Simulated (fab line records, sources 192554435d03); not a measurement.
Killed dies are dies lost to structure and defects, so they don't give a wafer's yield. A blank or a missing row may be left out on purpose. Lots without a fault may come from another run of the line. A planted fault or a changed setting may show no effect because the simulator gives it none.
fab line records | flow n5_finfet
record lots=7 wafers=39
route steps=1938 shown STI_FIN_REVEAL@183 SD_EPI_P@312 SDB@373 MOL_CONTACT_COAG@584 BEOL_M5@1191 BEOL_M8@1336
start_h: hours from the record's first day to the start of the lot's first wafer shown | wait_h: hours since the lot's step before | " the same as in the row above | L1.1+2: a row that stands for several wafers | - no value, or no start given | * or withheld: withheld | < > ~ a bound
route shown NAME@n: a module of which the file shows steps, and the number in the route of the first | usual: mean/standard deviation of fault-free wafers | same: alike in all rows | chamber/n: place in a boat | sites: the reading at each site | _std_site: their standard deviation | _edge_site: outer sites' mean less inner sites' | radius_mm: how far each site lies from the wafer's centre | mask NAME#n: copy n | behind: the tool/chamber that last shaped the wafer | hold: why the lot was held/for how many hours/how that ended | device: the transistor (n, p or np) that didn't switch | end of line: the same wafers' tests at the end of the route | a step without rows: its recipe alone | killed: dies lost to structure and defects at the first sort, not the wafer's yield | map: a wafer's dies, x killed, . not, _ none there
set.NAME: the setting as run; set.NAME@STEP: as run at that earlier step | model.NAME: the simulator's own value behind a step, which no gauge read
lots whose settings were changed on purpose; a table a step, a row a wafer
## steps
# step N5_STI_FIN_REVEAL_ALD_00
# recipe material=SiO2 target_thk_a=10 temp_c=300 ald_precursor_family=BDEAS ald_co_reactant=O2-plasma pulse_time_s=1 pressure_torr=2
# columns lot.wafer tool chamber start_h wait_h set.target_thk_a model.SiO2_of_STI_FIN_REVEAL_ALD_00.thk_nm
L082.1+2+5 ald_sin-02 1,2,3 76.69 0.0 8.016 0.8
L082.3+4+6 " 3,0,2 " " 10 1
L084.1+5+6 ald_sin-01 1,2,1 88.29 0.0 14.53 1.4
L084.2+3+4 " 2,3,0 " " 10 1
L085.1+3+5 ald_sin-02 0,1,2 97.49 1.5 10 1
L085.2+4+6 " 2,3,1 " " 7.431 0.8
L087.1+2+3 ald_sin-02 3,2,1 108.37 0.0 6.504 0.6
L087.4+5+6 " 0,2,1 " " 10 1
L088.3+5+6 ald_sin-02 0,2,3 112.71 0.0 10 1
L091.1+2+3+4+5+6 ald_sin-01 0,1,3,2,0,1 131.33 0.0 10 1
L093.1 ald_sin-02 1 141.48 0.0 15.02 1.4
L093.2+3+5 " 0,2,0 " " 10 1
L093.4+6 " 3,1 " " 15.02 1.6
# step N5_SD_EPI_P_ETCH_16
# recipe chemistry=CHF3/O2 target=SiO2 target_depth_a=50 mask_material=SOC pressure_mtorr=30 source_w=650 bias_w=170 Ar_flow_sccm=200 CHF3_flow_sccm=50 O2_flow_sccm=5 ion_energy_ev=200
# columns lot.wafer tool chamber start_h wait_h set.target_depth_a model.etch.depth_nm model.SiARC_of_SD_EPI_P_COAT_35.thk_nm
L082.1 rie_diel-03 0 104.16 0.1 68.95 6.902 10.2
L082.2 " 2 " " 68.95 7.05 10
L082.3 " 3 " " 50 4.982 11.8
L082.4 " 1 " " 50 4.964 12
L082.5 " 1 " " 50 4.948 12
L082.6 " 2 " " 68.95 6.942 10.2
L084.1 rie_diel-06 2 116.09 0.1 78.02 7.908 9.2
L084.2 " 0 " " 78.02 7.757 9.6
L084.3 " 3 " " 50 4.966 12
L084.4 " 1 " " 78.02 7.828 9.8
L084.5 " 1 " " 50 4.961 12
L084.6 " 2 " " 50 5.074 11.4
L085.1 rie_diel-06 3 122.97 0.1 70.26 6.993 10.4
L085.2 " 1 " " 70.26 7.019 10.2
L085.3 " 0 " " 50 4.999 11.6
L085.4 " 2 " " 50 5.085 11.2
L085.5 " 0 " " 50 4.987 11.6
L085.6 " 1 " " 70.26 6.998 10.2
L087.1 rie_diel-01 1 134.40 0.1 50 4.928 12
L087.2 " 3 " " 50 5.066 11.2
L087.3 " 2 " " 66.76 6.681 10.6
L087.4 " 3 " " 50 5.095 11.2
L087.5 " 2 " " 66.76 6.684 10.6
L087.6 " 1 " " 66.76 6.6 10.8
L088.3 rie_diel-03 0 139.07 0.1 50 5.011 11.6
L088.5 " 0 " " 50 5.006 11.4
L088.6 " 3 " " 50 4.973 11.6
L091.1 rie_diel-06 0 156.34 0.1 50 4.953 11.6
L091.2 " 3 " " 50 4.934 11.8
L091.3 " 2 " " 50 5.07 11.2
L091.4 " 1 " " 50 5.049 11.4
L091.5 " 1 " " 50 5.051 11.4
L091.6 " 0 " " 50 4.95 11.8
L093.1 rie_diel-01 2 167.10 0.1 50 4.997 11.6
L093.2 " 1 " " 50 4.89 11.8
L093.3 " 3 " " 50 5.055 11.2
L093.4 " 0 " " 50 5.07 11.2
L093.5 " 2 " " 50 4.966 11.6
L093.6 " 1 " " 50 4.894 11.8
# step N5_SDB_ALD_29
# recipe material=SiNx target_thk_a=300 temp_c=400 ald_precursor_family=SiH2I2 ald_co_reactant=N2/H2-plasma pulse_time_s=1 ald_cycles=600 purge_time_s=2 co_reactant_purge_time_s=2 pressure_torr=2
# columns lot.wafer tool chamber start_h wait_h set.ald_cycles model.SiNx_of_SDB_ALD_29.thk_nm
L082.1 ald_sin-04 0 117.70 0.0 600 29.8
L082.2+6 " 2,1 " " 600 30.2
L082.3+4+5 " 1,3,0 " " 600 30
L084.1+3+4 ald_sin-03 3,2,1 128.53 0.4 863 43.2
L084.2 " 1 " " 600 29.8
L084.5+6 " 2,3 129.88 1.8 600 30
L085.1 ald_sin-03 2 135.13 0.0 600 30.2
L085.2+4+5 " 1,2,1 " " 600 30
L085.3+6 " 3 " " 600 29.8
L087.1+4+5 ald_sin-02 3,2,0 146.22 0.0 600 30
L087.2+6 " 0,1 " " 480 24
L087.3 " 1 " " 480 23.8
L088.3+6 ald_sin-04 0,3 151.19 0.0 600 30
L088.5 " 2 152.54 1.4 600 30.2
L091.1 ald_sin-02 0 167.77 0.1 600 30
L091.2+5 " 1,0 " " 600 29.8
L091.3+4+6 " 2,3,1 " " 800 40
L093.1+2+6 ald_sin-03 3,1,1 179.75 0.0 600 30.2
L093.3+4+5 " 0,2,0 " " 718 36
# step N5_MOL_CONTACT_COAG_ETCHBACK_135
# recipe chemistry=CHF3 target=SiO2 target_depth_a=250 time_s=16.7 ion_energy_ev=200 pressure_mtorr=30 source_w=610 bias_w=170 Ar_flow_sccm=200 CHF3_flow_sccm=50
# columns lot.wafer tool chamber start_h wait_h set.time_s model.SOC_of_MOL_CONTACT_COAG_COAT_75.thk_nm
L082.1+6 rie_diel-05 3,1 147.60 0.0 12.35 58
L082.2+4 " 0 " " 16.7 57.2
L082.3 " 1 " " 12.35 58.2
L082.5 " 3 " " 16.7 57.4
L084.1+2+6 rie_diel-04 3,2,2 159.72 0.0 16.7 57.6
L084.3+4+5 " 1,1,3 " " 16.7 57.8
L085.1+3+4 rie_diel-05 0,2,2 166.71 0.0 16.7 57.4
L085.2+6 " 3 " " 16.7 57.6
L085.5 " 0 " " 16.7 57.2
L087.1+5 rie_diel-04 3,0 179.84 0.0 16.7 57.6
L087.2 " 0 " " 16.7 57.4
L087.3+4 " 2,1 " " 25.68 56.4
L087.6 " 1 " " 25.68 56
L088.3+6 rie_diel-04 1,3 181.61 0.0 16.7 57.4
L088.5 " 2 " " 16.7 57.2
L091.1+6 rie_diel-02 2,1 200.32 0.0 16.7 57.4
L091.2 " 3 " " 16.7 57.6
L091.3+4 " 1,0 " " 7.78 58.8
L091.5 " 0 " " 7.78 59
L093.1+4 rie_diel-02 0,1 211.46 0.0 7.241 59
L093.2 " 3 " " 16.7 57.6
L093.3 " 2 " " 16.7 57.2
L093.5 " 3 " " 7.241 58.8
L093.6 " 0 " " 16.7 57.4
# step N5_MOL_CONTACT_COAG_STRIP_118
# recipe chemistry=CHF3 resist=SiARC rf_frequency_hz=6e+07
# step N5_MOL_CONTACT_COAG_VIA_ETCH_46
# recipe chemistry=C4F6/O2 target_depth_a=460 overetch_a=92 mask_material=SOC target=SiO2 bias_w=455 pressure_mtorr=10 time_s=40 source_w=325 Ar_flow_sccm=300 C4F6_flow_sccm=10 O2_flow_sccm=10 ion_energy_ev=575.3 ends=end_point
# columns lot.wafer tool chamber start_h wait_h set.time_s@MOL_CONTACT_COAG_ETCHBACK_135 model.SOC_of_MOL_CONTACT_COAG_COAT_75.thk_nm
L082.1+6 rie_diel-05 3,1 147.63 0.0 12.35 51.4
L082.2 " 0 " " 16.7 50.4
L082.3 " 1 " " 12.35 51.8
L082.4 " 0 " " 16.7 50.6
L082.5 " 3 " " 16.7 50.8
L084.1 rie_diel-04 3 159.75 0.0 16.7 51
L084.2+3+4+5+6 " 2,1,1,3,2 " " 16.7 51.2
L085.1+4 rie_diel-05 0,2 166.74 0.0 16.7 50.8
L085.2+3+6 " 3,2,3 " " 16.7 51
L085.5 " 0 " " 16.7 50.6
L087.1 rie_diel-04 3 179.87 0.0 16.7 51
L087.2 " 0 " " 16.7 50.4
L087.3 " 2 " " 25.68 49.8
L087.4 " 1 " " 25.68 49.6
L087.5 " 0 " " 16.7 50.6
L087.6 " 1 " " 25.68 49.2
L088.3 rie_diel-04 1 181.64 0.0 16.7 50.8
L088.5+6 " 2,3 " " 16.7 50.6
L091.1 rie_diel-02 2 200.35 0.0 16.7 50.6
L091.2 " 3 " " 16.7 51
L091.3 " 1 " " 7.78 52
L091.4 " 0 " " 7.78 52.2
L091.5 " 0 " " 7.78 52.4
L091.6 " 1 " " 16.7 50.8
L093.1+4 rie_diel-02 0,1 211.49 0.0 7.241 52.4
L093.2 " 3 " " 16.7 51
L093.3+6 " 2,0 " " 16.7 50.8
L093.5 " 3 " " 7.241 52.2
# step N5_BEOL_M5_DEP_56
# recipe material=SiCN target_thk_a=80 temp_c=withheld precursor=3MS/NH3 pressure_torr=3 rf_w=202 time_s=14
# columns lot.wafer tool chamber start_h wait_h set.target_thk_a model.SiCN_of_BEOL_M5_DEP_56.thk_nm
L084.1 pecvd-01 2 332.42 0.0 80 7.8
L084.2+3+4+5+6 " 1,1,2,1,2 " " 80 8
L085.1+3+6 pecvd-02 0,1,0 339.30 0.0 80 8.2
L085.2+4 " 1,0 " " 55.02 5.6
L085.5 " 1 " " 55.02 5.8
L087.1+4+6 pecvd-02 1,1,2 359.89 0.0 40.66 4
L087.2+3+5 " 0,2,0 " " 80 8
L088.3 pecvd-02 2 368.82 0.0 80 8
L088.5+6 " 0,2 " " 80 8.2
L091.1+3+4 pecvd-03 2,1,0 388.33 0.0 80 8
L091.2+5+6 " 0,2,1 " " 80 8.2
L093.1+2+3 pecvd-02 1,2,0 405.12 0.0 80 7.8
L093.4+5+6 " 1,0,2 " " 80 8
L082.1+4+5+6 pecvd-02 1,0,2,1 415.49 0.0 80 8
L082.2+3 " 0,2 " " 80 7.8
# step N5_BEOL_M8_HM_DEP_02
# recipe material=TiN target_thk_a=200 temp_c=25 chamber_pressure_pa=0.49996
# columns lot.wafer tool chamber start_h wait_h set.target_thk_a model.TiN_of_BEOL_M8_HM_DEP_02.thk_nm
L084.1+3 pvd_sputter-03 - 349.34 1.1 200 20
L084.2+4+6 " - " " 305.6 30.6
L084.5 " - " " 200 19.8
L085.1 pvd_sputter-02 - 357.42 0.6 148.3 14.8
L085.2 " - " " 200 20.2
L085.3 " - " " 200 20
L085.4+6 " - " " 148.3 15
L085.5 " - " " 200 19.8
L087.1+4 pvd_sputter-03 - 379.65 0.3 113 11.4
L087.2+5 " - " " 200 20
L087.3 " - " " 113 11.2
L087.6 " - " " 200 19.8
L088.3 pvd_sputter-01 - 390.00 1.0 200 19.8
L088.5 " - " " 200 20
L088.6 " - " " 200 19.6
L091.1 pvd_sputter-01 - 409.12 1.1 200 20
L091.2 " - " " 134.7 13.2
L091.3 " - " " 200 19.8
L091.4+6 " - " " 134.7 13.4
L091.5 " - " " 200 19.6
L093.1 pvd_sputter-03 - 428.55 0.4 159.3 15.8
L093.2+6 " - " " 200 19.8
L093.3+4 " - " " 159.3 15.6
L093.5 " - " " 200 19.6
L082.1 pvd_sputter-01 - 436.78 2.6 200 19.8
L082.2 " - " " 164.2 16.2
L082.3+4 " - " " 200 20
L082.5+6 " - " " 164.2 16.4
# step N5_BEOL_M8_COAT_59
# recipe resist=SOC temp_c=250 time_s=60 spin_rpm=1500 resist_thk_nm=100
# step N5_BEOL_M8_COAT_60
# recipe resist=SiARC temp_c=220 time_s=60 spin_rpm=1500 resist_thk_nm=35
# step N5_BEOL_M8_STRIP_68
# recipe chemistry=N2/H2 temp_c=40 n2_flow_sccm=200 h2_flow_sccm=200 rf_frequency_hz=6e+07
# step N5_BEOL_M8_STRIP_67
# recipe chemistry=CF4 resist=SiARC power_w=300 bias_power_w=75 pressure_mtorr=50 cf4_flow_sccm=150 rf_frequency_hz=6e+07
# step N5_BEOL_M8_HM_OPEN_17
# recipe chemistry=Cl2/BCl3 target_depth_a=200 overetch_a=60 target=TiN mask_material=SOC ion_energy_ev=150 pressure_mtorr=10 icp_w=1000 bias_w=126 Cl2_flow_sccm=53.25 bcl3_flow_sccm=21.75 Ar_flow_sccm=25
# columns lot.wafer tool chamber start_h wait_h set.target_thk_a@BEOL_M8_HM_DEP_02 model.etch.depth_nm
L084.1 rie_metal-03 0 350.20 0.0 200 19.95
L084.2 " 1 " " 305.6 25.9
L084.3 " 1 " " 200 20.01
L084.4 " 0 " " 305.6 25.66
L084.5 " 1 " " 200 19.88
L084.6 " 0 " " 305.6 25.56
L085.1 rie_metal-01 0 358.15 0.0 148.3 14.76
L085.2 " 0 " " 200 20.16
L085.3 " 0 " " 200 20.07
L085.4 " 0 " " 148.3 14.97
L085.5 " 0 " " 200 19.88
L085.6 " 0 " " 148.3 14.92
L087.1 rie_metal-03 0 380.53 0.0 113 11.31
L087.2 " 1 " " 200 19.95
L087.3 " 0 " " 113 11.16
L087.4 " 1 " " 113 11.4
L087.5 " 1 " " 200 20.02
L087.6 " 0 " " 200 19.89
L088.3 rie_metal-03 1 390.89 0.1 200 19.89
L088.5 " 1 " " 200 19.92
L088.6 " 0 " " 200 19.69
L091.1 rie_metal-03 1 410.21 0.0 200 19.97
L091.2 " 1 " " 134.7 13.29
L091.3 " 1 " " 200 19.89
L091.4 " 1 " " 134.7 13.43
L091.5 " 1 " " 200 19.68
L091.6 " 1 " " 134.7 13.37
L093.1 rie_metal-03 0 429.42 0.0 159.3 15.83
L093.2 " 1 " " 200 19.78
L093.3 " 1 " " 159.3 15.56
L093.4 " 0 " " 159.3 15.61
L093.5 " 1 " " 200 19.58
L093.6 " 0 " " 200 19.86
L082.1 rie_metal-03 1 437.52 0.0 200 19.79
L082.2 " 0 " " 164.2 16.25
L082.3 " 0 " " 200 20.01
L082.4 " 1 " " 200 20
L082.5 " 0 " " 164.2 16.43
L082.6 " 1 " " 164.2 16.48
## key
split step=N5_STI_FIN_REVEAL_ALD_00 setting=target_thk_a stated=10 by=wafer
response step=N5_STI_FIN_REVEAL_ALD_00 reading=model.SiO2_of_STI_FIN_REVEAL_ALD_00.thk_nm change=+0.00993 per=1% r=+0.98
split step=N5_SD_EPI_P_ETCH_16 setting=target_depth_a stated=50 by=wafer
response step=N5_SD_EPI_P_ETCH_16 reading=model.etch.depth_nm change=+0.0503 per=1% r=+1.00
response step=N5_SD_EPI_P_ETCH_16 reading=model.SiARC_of_SD_EPI_P_COAT_35.thk_nm change=-0.0369 per=1% r=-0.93
split step=N5_SDB_ALD_29 setting=ald_cycles stated=600 by=wafer
response step=N5_SDB_ALD_29 reading=model.SiNx_of_SDB_ALD_29.thk_nm change=+0.302 per=1% r=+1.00
split step=N5_MOL_CONTACT_COAG_ETCHBACK_135 setting=time_s stated=16.7 by=wafer
response step=N5_MOL_CONTACT_COAG_ETCHBACK_135 reading=model.SOC_of_MOL_CONTACT_COAG_COAT_75.thk_nm change=-0.026 per=1% r=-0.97
response step=N5_MOL_CONTACT_COAG_VIA_ETCH_46 reading=model.SOC_of_MOL_CONTACT_COAG_COAT_75.thk_nm change=-0.0252 per=1% r=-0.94
split step=N5_BEOL_M5_DEP_56 setting=target_thk_a stated=80 by=wafer
response step=N5_BEOL_M5_DEP_56 reading=model.SiCN_of_BEOL_M5_DEP_56.thk_nm change=+0.0813 per=1% r=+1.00
split step=N5_BEOL_M8_HM_DEP_02 setting=target_thk_a stated=200 by=wafer
response step=N5_BEOL_M8_HM_DEP_02 reading=model.TiN_of_BEOL_M8_HM_DEP_02.thk_nm change=+0.2 per=1% r=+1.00
response step=N5_BEOL_M8_HM_OPEN_17 reading=model.etch.depth_nm change=+0.164 per=1% r=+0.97
